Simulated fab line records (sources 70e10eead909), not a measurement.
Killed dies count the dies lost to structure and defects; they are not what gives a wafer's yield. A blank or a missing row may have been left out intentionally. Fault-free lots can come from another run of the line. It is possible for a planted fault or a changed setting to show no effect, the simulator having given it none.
Which of the tools did it? -- flow nand_harc -- 8 lots, 24 wafers sampled, at 4 steps of a route of 1302

## WHAT EACH GAUGE READ, for each wafer
NHARC_A_ONON_D1_THK_MEAS_02: measures by ellipsometry.
lot,measured,on,thk_nm (nm)
L716,day 8 01:55,film_metro-02,994 993 995
L718,day 9 01:30,film_metro-02,1007 1008 1006
L720,day 9 19:53,film_metro-02,1009 1007 1010
L722,day 10 20:55,film_metro-01,1264 1264 1266
L724,day 11 11:32,film_metro-01,1290 1288 1290
L728,day 12 22:52,film_metro-01,1016 1014 1017
L732,day 14 22:34,film_metro-02,1007 1007 1007
L737,day 16 21:34,film_metro-01,1008 1007 1007

## WHAT TOOL EACH LOT RAN ON (gives the tool, then ch and the chambers of the sampled wafers, and finally the start)
lot,NHARC_P_BONDPAD_DEGAS_25,NHARC_P_BONDPAD_CMP_19,NHARC_A_ONON_D1_DEP_00
L716,"pvd_sputter-03, day 7 01:07","cmp-01 ch 1,2,3, day 7 02:12","pecvd_onon-01 ch 0, day 8 01:28"
L718,"pvd_sputter-02, day 8 00:19","cmp-04 ch 0,1,3, day 8 01:25","pecvd_onon-03 ch 0, day 9 01:00"
L720,"pvd_sputter-03, day 8 17:27","cmp-04 ch 0,2, day 8 18:32","pecvd_onon-01 ch 0, day 9 19:25"
L722,"pvd_sputter-03, day 9 13:54","cmp-02 ch 0,1, day 9 14:59","pecvd_onon-01 ch 0, day 10 20:25"
L724,"pvd_sputter-03, day 10 05:27","cmp-04 ch 1,3, day 10 06:33","pecvd_onon-01 ch 0, day 11 11:05"
L728,"pvd_sputter-03, day 11 21:29","cmp-02 ch 0,1,2, day 11 22:36","pecvd_onon-04 ch 0, day 12 22:26"
L732,"pvd_sputter-01, day 13 21:41","cmp-01 ch 1,2,3, day 13 22:46","pecvd_onon-03 ch 0, day 14 22:04"
L737,"pvd_sputter-01, day 15 16:36","cmp-01 ch 0,1,2, day 15 17:43","pecvd_onon-04 ch 0, day 16 21:03"
- NHARC_P_BONDPAD_DEGAS_25: time 60 s.
- NHARC_P_BONDPAD_CMP_19: polishes, t overpolish 30 s, cu recess touch 16 s, target thk 160.81 nm.
- NHARC_A_ONON_D1_DEP_00: target thk 1000 nm.

## THE ANSWER, worked out from the rows above alone
Rule: usual is defined by the lots themselves. Put in order of their means at a reading, lots are off if they are a third of the lots or fewer, leave a main group of 4 or more, and stand apart from it by a gap of 3 or more times the standard deviation of the main group's means; of several such gaps the widest counts. If all means in a main group match to the digits the tables above print for the reading, that group is not used. A lot without any number at a reading at which 4 lots or more have one is off too. The other lots that the step has rows for count as sound.
Off at NHARC_A_ONON_D1_THK_MEAS_02 (thk_nm): L722, L724. Main group: mean 1007 nm, sd 6.4.
A tool fits if, at a process step before that reading, it ran every lot that is off, and no sound lot after the first of them. Gauges at NHARC_A_ONON_D1_THK_MEAS_02: tried the same way as those tools. One candidate fits, namely pecvd_onon-01 at NHARC_A_ONON_D1_DEP_00. A fault onset in the window from L720 (day 9 19:25, its last sound lot) to L722 (day 10 20:25, its first lot off) fits.

## WHAT THE SIMULATOR HAD PUT IN
Process parameters drifting: pecvd_onon-01 at NHARC_A_ONON_D1_DEP_00, beginning at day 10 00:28. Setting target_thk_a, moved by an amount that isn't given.
Shown lots that were struck: L722, L724. Same finding as the rule above.
